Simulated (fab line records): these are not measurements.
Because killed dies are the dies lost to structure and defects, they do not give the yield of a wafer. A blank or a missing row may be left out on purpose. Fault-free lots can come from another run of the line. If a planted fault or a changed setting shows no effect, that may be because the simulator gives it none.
fab line records + flow nand-harc
record:
- lots: 13
- wafers: 39
- last-day: 23
route steps=1159 shown A_WL_FILL@815 A_CONTACT@840 END@1159
lots that met no fault: from a run of the same line without faults
start-h: the number of hours between the record's first day and the start of the first shown wafer of the lot + wait-h: hours since the lot's step before + " unchanged from the row above + L1.1+2: several wafers, shown together as one row + - either no value or no given start + * or withheld: withheld + < > ~ a bound
route shown NAME@n: NAME is a module with steps in the file, n the number in the route of the first one + usual: the fault-free wafers' mean and standard deviation + same: alike in all rows + chamber/n: place in a boat + sites: the reading at each site + _std_site: standard deviation across them + _edge_site: mean of outer sites minus mean of inner sites + radius-mm: how far each site lies from the wafer's centre + mask NAME#n: copy n + behind: tool/chamber where the wafer was last shaped + hold: the reason the lot was held/the length of the hold in hours/how it ended + device: transistor that didn't switch, given as n, p or np + end of line: tests run on the same wafers once the route is complete + a step given without rows: its recipe and nothing more + killed: dies lost to structure and defects at the first sort, not the wafer's yield + map: a wafer's dies, marking killed ones x, the rest . and places with no die _
set.NAME: the run value of the setting; set.NAME@STEP: its run value at that earlier step + model.NAME: the simulator's own value behind a step, which no gauge read
the route's steps for a sample of lots (tables are steps, rows are wafers)
services: when a tool's chamber went out of use (start-h, in hours from the record's first day, below 0 if earlier), for how many hours, and the reason
== steps ==
step: NHARC_A_WL_FILL_ETCHBACK_05
recipe:
- target-depth-a: 220
- time-s: 60
- temp-c: 40
- chemistry: Cl2/BCl3
usual:
- chamber-pressure-mTorr: 9.999/0.0096
- drypump-motor-current-A: 5.5/0.36
- oes-product-au: 0.998/0.0073
| lot.wafer | tool         | chamber | start-h | wait-h | chamber-pressure-mTorr | drypump-motor-current-A | oes-product-au | rf-hours-counter-h |
|-----------|--------------|---------|---------|--------|------------------------|-------------------------|----------------|--------------------|
| L594.1    | rie-metal-03 | 0       | 337.47  | 0.2    | 10.003                 | 5.5                     | 0.983          | 1.3                |
| L594.3    | "            | 1       | "       | "      | 9.992                  | 5.2                     | 0.985          | -                  |
| L594.5    | "            | 1       | "       | "      | 10.000                 | 5.2                     | 0.989          | -                  |
| L595.2    | rie-metal-03 | 1       | 341.32  | 0.2    | 9.986                  | 5.2                     | 0.995          | 1.5                |
| L595.3    | "            | 0       | "       | "      | 9.988                  | 5.5                     | 0.991          | -                  |
| L595.6    | "            | 1       | "       | "      | 10.011                 | 5.3                     | 0.994          | -                  |
| L596.2    | rie-metal-02 | 0       | 344.09  | 0.2    | 10.001                 | 6.1                     | 0.989          | 4.5                |
| L596.1    | "            | 1       | "       | "      | 9.997                  | 5.4                     | 0.997          | 3.0                |
| L596.5    | "            | 0       | "       | "      | 9.988                  | 6.1                     | 0.999          | -                  |
| L598.2    | rie-metal-01 | 0       | 349.04  | 0.2    | 9.996                  | 5.0                     | 1.003          | 0.4                |
| L598.6    | "            | 0       | "       | "      | 9.996                  | 5.0                     | 1.002          | -                  |
| L598.5    | "            | 1       | "       | "      | 9.996                  | 5.3                     | 1.001          | -                  |
| L597.3    | rie-metal-02 | 0       | 349.78  | 0.1    | 9.999                  | 6.1                     | 0.995          | -                  |
| L597.4    | "            | 1       | "       | "      | 9.986                  | 5.4                     | 1.007          | -                  |
| L597.5    | "            | 0       | "       | "      | 9.997                  | 6.1                     | 0.983          | -                  |
| L599.1    | rie-metal-02 | 1       | 365.46  | 0.2    | 9.980                  | 5.4                     | 0.997          | 3.9                |
| L599.4    | "            | 0       | "       | "      | 9.996                  | 6.1                     | 0.992          | -                  |
| L599.6    | "            | 1       | "       | "      | 10.002                 | 5.4                     | 1.005          | -                  |
| L603.3    | rie-metal-02 | 1       | 385.14  | 0.2    | 9.990                  | 5.4                     | 0.995          | -                  |
| L603.4    | "            | 0       | "       | "      | 10.000                 | 6.1                     | 0.997          | -                  |
| L603.6    | "            | 1       | "       | "      | 10.004                 | 5.4                     | 1.002          | -                  |
| L604.2    | rie-metal-02 | 0       | 398.96  | 0.2    | 10.024                 | 6.1                     | 1.001          | 0.1                |
| L604.3    | "            | 0       | "       | "      | 9.999                  | 6.1                     | 0.997          | -                  |
| L604.6    | "            | 1       | "       | "      | 10.005                 | 5.4                     | 0.999          | -                  |
| L605.1    | rie-metal-02 | 1       | 400.79  | 0.2    | 9.996                  | 5.4                     | 1.002          | 0.4                |
| L605.3    | "            | 1       | "       | "      | 9.993                  | 5.4                     | 1.009          | -                  |
| L605.4    | "            | 0       | "       | "      | 10.002                 | 6.1                     | 0.998          | -                  |
| L610.2    | rie-metal-02 | 0       | 432.30  | 0.2    | 9.989                  | 6.1                     | 0.992          | 1.1                |
| L610.1    | "            | 1       | "       | "      | 9.989                  | 5.4                     | 0.999          | 1.1                |
| L610.4    | "            | 1       | "       | "      | 10.021                 | 5.4                     | 1.009          | -                  |
| L613.2    | rie-metal-03 | 0       | 439.61  | 0.2    | 9.989                  | 5.4                     | 0.994          | 3.5                |
| L613.1    | "            | 1       | "       | "      | 10.006                 | 5.2                     | 0.998          | 5.1                |
| L613.3    | "            | 1       | "       | "      | 10.004                 | 5.2                     | 1.015          | -                  |
| L614.1    | rie-metal-02 | 0       | 446.31  | 0.2    | 10.007                 | 6.1                     | 1.001          | 1.7                |
| L614.3    | "            | 0       | "       | "      | 10.001                 | 6.1                     | 1.006          | -                  |
| L614.5    | "            | 1       | "       | "      | 9.995                  | 5.4                     | 1.002          | -                  |
| L617.2    | rie-metal-02 | 0       | 464.71  | 0.2    | 9.997                  | 6.1                     | 0.990          | 2.6                |
| L617.1    | "            | 1       | "       | "      | 9.962                  | 5.4                     | 1.000          | 2.6                |
| L617.3    | "            | 0       | "       | "      | 9.979                  | 6.1                     | 1.000          | -                  |
step: NHARC_A_CONTACT_DEP_24
recipe:
- target-thk-a: 5000
- temp-c: 400
- pressure-torr: 6.5
- rf-w: 900
- teos-flow-sccm: 161.4
- flow-sccm: 2650
- target-thk-nm: 500
- gas: O2
- material: SiO2
usual:
- heater-power-w: 567/110
- throttle-valve-pct: 15.7/0.49
| lot.wafer | tool     | chamber | start-h | wait-h | heater-power-w | throttle-valve-pct |
|-----------|----------|---------|---------|--------|----------------|--------------------|
| L595.3    | pecvd-03 | 0       | 361.84  | 0.1    | 384            | 15.5               |
| L595.2    | "        | 2       | "       | "      | 490            | 15.5               |
| L595.6    | "        | 0       | "       | "      | 397            | 15.2               |
| L594.1    | pecvd-01 | 0       | 366.26  | 0.1    | 448            | 16.9               |
| L594.3    | "        | 1       | "       | "      | 546            | 15.3               |
| L594.5    | "        | 2       | "       | "      | 535            | 16.2               |
| L598.2    | pecvd-04 | 0       | 372.95  | 0.1    | 747            | 16.2               |
| L598.5    | "        | 0       | "       | "      | 586            | 15.7               |
| L598.6    | "        | 1       | "       | "      | 562            | 16.9               |
| L596.1    | pecvd-01 | 2       | 373.08  | 0.1    | 688            | 16.0               |
| L596.2    | "        | 0       | "       | "      | 426            | 17.1               |
| L596.5    | "        | 1       | "       | "      | 628            | 15.2               |
| L597.3    | pecvd-01 | 2       | 377.62  | 0.4    | 696            | 15.9               |
| L597.4    | "        | 1       | "       | "      | 608            | 15.7               |
| L597.5    | "        | 0       | "       | "      | 473            | 17.3               |
| L599.1    | pecvd-03 | 2       | 392.75  | 0.1    | 547            | 15.4               |
| L599.4    | "        | 2       | "       | "      | 413            | 15.5               |
| L599.6    | "        | 0       | "       | "      | 417            | 15.2               |
| L603.3    | pecvd-04 | 0       | 407.41  | 0.1    | 692            | 15.7               |
| L603.6    | "        | 2       | "       | "      | 448            | 15.3               |
| L603.4    | "        | 1       | "       | "      | 586            | 15.9               |
| L604.3    | pecvd-03 | 2       | 422.48  | 0.1    | 556            | 15.3               |
| L604.2    | "        | 0       | "       | "      | 433            | 15.1               |
| L604.6    | "        | 1       | "       | "      | 750            | 16.1               |
| L605.3    | pecvd-04 | 1       | 422.59  | 0.2    | 624            | 16.0               |
| L605.1    | "        | 2       | "       | "      | 504            | 15.3               |
| L605.4    | "        | 0       | "       | "      | 637            | 15.5               |
| L610.1    | pecvd-03 | 1       | 453.54  | 0.1    | 814            | 15.9               |
| L610.2    | "        | 0       | "       | "      | 399            | 15.4               |
| L610.4    | "        | 2       | "       | "      | 403            | 15.4               |
| L613.1    | pecvd-03 | 2       | 469.98  | 0.1    | 465            | 15.3               |
| L613.2    | "        | 0       | "       | "      | 465            | 15.4               |
| L613.3    | "        | 1       | "       | "      | 711            | 15.9               |
| L614.1    | pecvd-04 | 2       | 473.04  | 0.3    | 519            | 15.7               |
| L614.3    | "        | 0       | "       | "      | 681            | 15.3               |
| L614.5    | "        | 1       | "       | "      | 461            | 16.0               |
| L617.3    | pecvd-03 | 2       | 486.45  | 0.1    | 539            | 15.2               |
| L617.1    | "        | 0       | "       | "      | 445            | 14.8               |
| L617.2    | "        | 1       | "       | "      | 793            | 16.0               |
step: NHARC_A_CONTACT_SOFTBAKE_37
recipe:
- temp-c: 105
- time-s: 55
usual:
- heater-power-total-W: 188.43/0.13
| lot.wafer | tool           | chamber | start-h | wait-h | heater-power-total-W |
|-----------|----------------|---------|---------|--------|----------------------|
| L595.2    | litho-track-04 | 0       | 366     | -      | 188.40               |
| L595.3    | "              | 0       | "       | "      | 188.48               |
| L595.6    | "              | 0       | "       | "      | 188.65               |
| L594.1    | litho-track-04 | 0       | 370     | -      | 188.35               |
| L594.3    | "              | 0       | "       | "      | 188.46               |
| L594.5    | "              | 0       | "       | "      | 188.30               |
| L598.2    | litho-track-06 | 0       | 377     | -      | 188.33               |
| L598.5    | "              | 0       | "       | "      | 188.61               |
| L598.6    | "              | 0       | "       | "      | 188.71               |
| L596.1    | litho-track-06 | 0       | 377     | -      | 188.65               |
| L596.2    | "              | 0       | "       | "      | 188.52               |
| L596.5    | "              | 0       | "       | "      | 188.43               |
| L597.3    | litho-track-06 | 0       | 382     | -      | 188.33               |
| L597.4    | "              | 0       | "       | "      | 188.75               |
| L597.5    | "              | 0       | "       | "      | 188.38               |
| L599.1    | litho-track-04 | 0       | 395     | -      | 188.68               |
| L599.4    | "              | 0       | "       | "      | 188.45               |
| L599.6    | "              | 0       | "       | "      | 188.24               |
| L603.3    | litho-track-06 | 0       | 410     | -      | 188.33               |
| L603.4    | "              | 0       | "       | "      | 188.35               |
| L603.6    | "              | 0       | "       | "      | 188.38               |
| L604.2    | litho-track-06 | 0       | 425     | -      | 188.42               |
| L604.3    | "              | 0       | "       | "      | 249.07               |
| L604.6    | "              | 0       | "       | "      | 249.23               |
| L605.1    | litho-track-06 | 0       | 426     | -      | 188.26               |
| L605.3    | "              | 0       | "       | "      | 249.29               |
| L605.4    | "              | 0       | "       | "      | 188.24               |
| L610.1    | litho-track-01 | 0       | 456     | -      | 188.33               |
| L610.2    | "              | 0       | "       | "      | 188.52               |
| L610.4    | "              | 0       | "       | "      | 188.58               |
| L613.1    | litho-track-01 | 0       | 473     | -      | 188.36               |
| L613.2    | "              | 0       | "       | "      | 188.25               |
| L613.3    | "              | 0       | "       | "      | 188.27               |
| L614.1    | litho-track-01 | 0       | 476     | -      | 188.36               |
| L614.3    | "              | 0       | "       | "      | 188.33               |
| L614.5    | "              | 0       | "       | "      | 188.29               |
| L617.1    | litho-track-01 | 0       | 490     | -      | 188.38               |
| L617.2    | "              | 0       | "       | "      | 188.68               |
| L617.3    | "              | 0       | "       | "      | 188.39               |
step: NHARC_A_CONTACT_ETCH_111
recipe:
- source-w: withheld
- pressure-mtorr: 20
- bias-v: withheld
- time-s: 140
- target-depth-a: 7000
- ar-flow-sccm: withheld
- c4f8-flow-sccm: withheld
- o2-flow-sccm: withheld
- chemistry: C4F8/O2/Ar
usual:
- chamber-pressure-mTorr: 19.996/0.018
| lot.wafer | tool            | chamber | start-h | wait-h | chamber-pressure-mTorr | rf-hours-counter-h |
|-----------|-----------------|---------|---------|--------|------------------------|--------------------|
| L595.2    | har-cap-etch-01 | 0       | 368.14  | -      | 19.982                 | 56                 |
| L595.3    | "               | 1       | "       | "      | 19.990                 | -                  |
| L595.6    | "               | 1       | "       | "      | 19.960                 | -                  |
| L594.1    | har-cap-etch-02 | 1       | 372.17  | -      | 20.008                 | 9                  |
| L594.3    | "               | 0       | "       | "      | 19.994                 | -                  |
| L594.5    | "               | 1       | "       | "      | 20.007                 | -                  |
| L598.2    | har-cap-etch-01 | 0       | 379.20  | -      | 20.006                 | 58                 |
| L598.5    | "               | 0       | "       | "      | 19.985                 | -                  |
| L598.6    | "               | 1       | "       | "      | 19.991                 | -                  |
| L596.1    | har-cap-etch-02 | 1       | 380.03  | -      | 19.990                 | 11                 |
| L596.2    | "               | 0       | "       | "      | 19.986                 | 11                 |
| L596.5    | "               | 1       | "       | "      | 20.005                 | -                  |
| L597.4    | har-cap-etch-03 | 1       | 384.06  | -      | 20.012                 | -                  |
| L597.3    | "               | 0       | "       | "      | 19.945                 | -                  |
| L597.5    | "               | 0       | "       | "      | 20.002                 | -                  |
| L599.1    | har-cap-etch-01 | 0       | 397.84  | -      | 19.984                 | 63                 |
| L599.4    | "               | 0       | "       | "      | 20.002                 | -                  |
| L599.6    | "               | 1       | "       | "      | 19.999                 | -                  |
| L603.4    | har-cap-etch-03 | 0       | 412.85  | -      | 20.003                 | -                  |
| L603.3    | "               | 1       | "       | "      | 19.994                 | -                  |
| L603.6    | "               | 1       | "       | "      | 20.015                 | -                  |
| L604.2    | har-cap-etch-02 | 0       | 427.56  | -      | 20.001                 | 19                 |
| L604.3    | "               | 0       | "       | "      | 19.967                 | -                  |
| L604.6    | "               | 1       | "       | "      | 19.990                 | -                  |
| L605.1    | har-cap-etch-03 | 1       | 428.82  | -      | 19.985                 | 91                 |
| L605.4    | "               | 1       | "       | "      | 19.982                 | -                  |
| L605.3    | "               | 0       | "       | "      | 19.974                 | -                  |
| L610.1    | har-cap-etch-03 | 1       | 458.68  | -      | 20.005                 | 96                 |
| L610.2    | "               | 0       | "       | "      | 20.004                 | 96                 |
| L610.4    | "               | 1       | "       | "      | 19.972                 | -                  |
| L613.1    | har-cap-etch-01 | 1       | 475.98  | -      | 19.998                 | 77                 |
| L613.2    | "               | 0       | "       | "      | 19.983                 | 77                 |
| L613.3    | "               | 0       | "       | "      | 19.991                 | -                  |
| L614.1    | har-cap-etch-02 | 0       | 479.40  | -      | 19.999                 | 30                 |
| L614.3    | "               | 1       | "       | "      | 20.011                 | -                  |
| L614.5    | "               | 0       | "       | "      | 19.993                 | -                  |
| L617.2    | har-cap-etch-02 | 0       | 492.90  | -      | 20.004                 | 33                 |
| L617.1    | "               | 1       | "       | "      | 19.989                 | 33                 |
| L617.3    | "               | 0       | "       | "      | 19.977                 | -                  |
step: NHARC_END_SORT_01
recipe:
- temp-c: 25
usual:
- killed-at-array: 28/11
- killed-at-other: 0.8/1.3
- killed-at-periphery: 3.6/2.5
- killed-dies: 32/11
- killed-open: 3.0/1.8
- killed-short: 2.0/1.5
same:
- gross-dies: 677
| lot.wafer | tool      | chamber | start-h | wait-h | killed-at-array | killed-at-other | killed-at-periphery | killed-dies | killed-open | killed-short |
|-----------|-----------|---------|---------|--------|-----------------|-----------------|---------------------|-------------|-------------|--------------|
| L603.3    | prober-02 | 0       | 502.29  | 3.1    | 35              | 5               | 9                   | 49          | 8           | 0            |
| L603.4    | prober-02 | 0       | 503.09  | 3.4    | 36              | 0               | 6                   | 42          | 5           | 1            |
| L603.6    | prober-02 | 0       | 504.70  | 4.0    | 37              | 0               | 9                   | 46          | 4           | 2            |
| L605.4    | prober-01 | 0       | 511.09  | 3.4    | 34              | 0               | 6                   | 40          | 2           | 6            |
| L604.2    | prober-02 | 0       | 509.32  | 2.8    | 33              | 0               | 1                   | 34          | 3           | 2            |
| L604.3    | prober-02 | 0       | 510.12  | 3.1    | 24              | 0               | 3                   | 27          | 3           | 2            |
| L604.6    | prober-02 | 0       | 512.51  | 4.0    | 27              | 0               | 4                   | 31          | 2           | 2            |
killed by level:class
L603.3 A_CONTACT:chamber-film-flake=11 A_CHANNEL_HOLE_D1:chamber-film-flake=10 THIN_TSV:chamber-film-flake=4 P_GATE:chamber-film-flake=3 A_M0:chamber-film-flake=3 A_SGD_CUT:geometric-particle:open=2 P_BONDPAD:chamber-film-flake=2 A_STAIRCASE:chamber-film-flake=2
L603.4 A_CHANNEL_HOLE_D1:chamber-film-flake=15 A_CONTACT:chamber-film-flake=7 A_STAIRCASE:chamber-film-flake=3 A_CONTACT:geometric-particle:open=2 A_ZERO_WELL:chamber-film-flake=2 A_WL_FILL:chamber-film-flake=2 A_M0:chamber-film-flake=2 P_GATE:geometric-particle:open=1
L603.6 A_CHANNEL_HOLE_D1:chamber-film-flake=13 A_CONTACT:chamber-film-flake=11 P_STI:chamber-film-flake=4 P_GATE:chamber-film-flake=4 A_WL_FILL:chamber-film-flake=3 A_SGD_CUT:chamber-film-flake=3 A_ONON_D1:geometric-particle:open=2 P_M0:geometric-particle:short=1
L604.2 A_SLIT:chamber-film-flake=17 A_CHANNEL_HOLE_D1:chamber-film-flake=5 A_WL_FILL:chamber-film-flake=3 A_WL_FILL:geometric-particle:short=2 A_CONTACT:geometric-particle:open=2 A_CONTACT:chamber-film-flake=2 A_CHANNEL_HOLE_D1:geometric-particle:open=1 P_M0:chamber-film-flake=1
L604.3 A_SLIT:chamber-film-flake=16 A_CHANNEL_HOLE_D1:chamber-film-flake=2 A_WL_FILL:chamber-film-flake=2 P_CONTACT:geometric-particle:open=1 P_M0:geometric-particle:open=1 A_CHANNEL_FILL_D1:geometric-particle:short=1 A_STAIRCASE:geometric-particle:short=1 A_CONTACT:geometric-particle:open=1
L605.4 A_CHANNEL_HOLE_D1:chamber-film-flake=17 A_STAIRCASE:chamber-film-flake=6 A_CONTACT:chamber-film-flake=3 A_CHANNEL_HOLE_D1:geometric-particle:short=2 A_CHANNEL_FILL_D1:geometric-particle:short=2 A_WL_FILL:geometric-particle:short=2 P_STI:chamber-film-flake=2 P_M0:chamber-film-flake=2
L604.6 A_SLIT:chamber-film-flake=19 A_STAIRCASE:chamber-film-flake=3 P_M0:geometric-particle:open=2 A_CHANNEL_FILL_D1:geometric-particle:short=1 A_M0:geometric-particle:short=1 P_ZERO_WELL:chamber-film-flake=1 P_BONDPAD:chamber-film-flake=1 A_CHANNEL_HOLE_D1:chamber-film-flake=1
== services ==
| tool           | chamber | start-h | hours | kind                      |
|----------------|---------|---------|-------|---------------------------|
| litho-track-04 | -       | 316.00  | 7.0   | pm                        |
| rie-metal-01   | -       | 332.00  | 9.0   | pm                        |
| rie-metal-01   | -       | 347.67  | 0.3   | repair                    |
| pecvd-04       | 1       | 366.56  | 3.1   | repair                    |
| litho-track-06 | -       | 367.66  | -     | consumable-replace:filter |
| rie-metal-03   | 0       | 374.05  | 27.6  | repair                    |
| pecvd-04       | -       | 376.21  | 13.0  | pm                        |
| rie-metal-02   | -       | 388.03  | 9.0   | pm                        |
| rie-metal-02   | 0       | 388.03  | 9.0   | vent-cycle                |
| rie-metal-02   | 1       | 388.03  | 9.0   | vent-cycle                |
| rie-metal-01   | 0       | 389.93  | 6.3   | repair                    |
| rie-metal-02   | 0       | 397.03  | -     | clean                     |
| rie-metal-02   | 1       | 397.03  | -     | clean                     |
| pecvd-01       | -       | 418.18  | 13.0  | pm                        |
| litho-track-01 | -       | 443.00  | 7.0   | pm                        |
| rie-metal-03   | -       | 453.21  | 9.0   | pm                        |
| litho-track-06 | -       | 467.00  | 7.0   | pm                        |
| pecvd-03       | -       | 473.36  | 13.0  | pm                        |
| pecvd-03       | 0       | 473.36  | 13.0  | vent-cycle                |
| pecvd-03       | 1       | 473.36  | 13.0  | vent-cycle                |
| pecvd-03       | 2       | 473.36  | 13.0  | vent-cycle                |
| rie-metal-03   | 1       | 484.46  | 19.7  | repair                    |
| litho-track-04 | -       | 491.00  | 7.0   | pm                        |
| rie-metal-02   | -       | 492.37  | 1.1   | repair                    |
== key ==
first-sign:
- step: NHARC_A_CONTACT_SOFTBAKE_37
- reading: heater-power-total-W
- direction: up
- sigmas: 99+
- usual: *
- struck: *
effect none on later readings
met-at NHARC_A_CONTACT_SOFTBAKE_37
struck-lots L604,L605
struck-wafers L604.3,L604.6,L605.3
tester-left-out L604,L605
not-acting-at NHARC_A_WL_FILL_ETCHBACK_05,NHARC_A_CONTACT_DEP_24,NHARC_A_CONTACT_ETCH_111
onset-between 410 425
fault:
- kind: process-parameter-drift
- tool: litho-track-06
- chamber: -
- onset-h: 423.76
- steps: NHARC_A_CONTACT_SOFTBAKE_37
- channel: time-s
- offset: *
- shape: step
- end-h: 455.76
- scope: struck-wafers-only
- acts-in: *
- stated: *
tester-left-out: of these lots the tester's yield and bins aren't shown, on N5 and GAA mostly nor the transistor test; their killed dies are dies lost to structure and defects alone, not to doping, threshold or leakage, so they don't give the yield
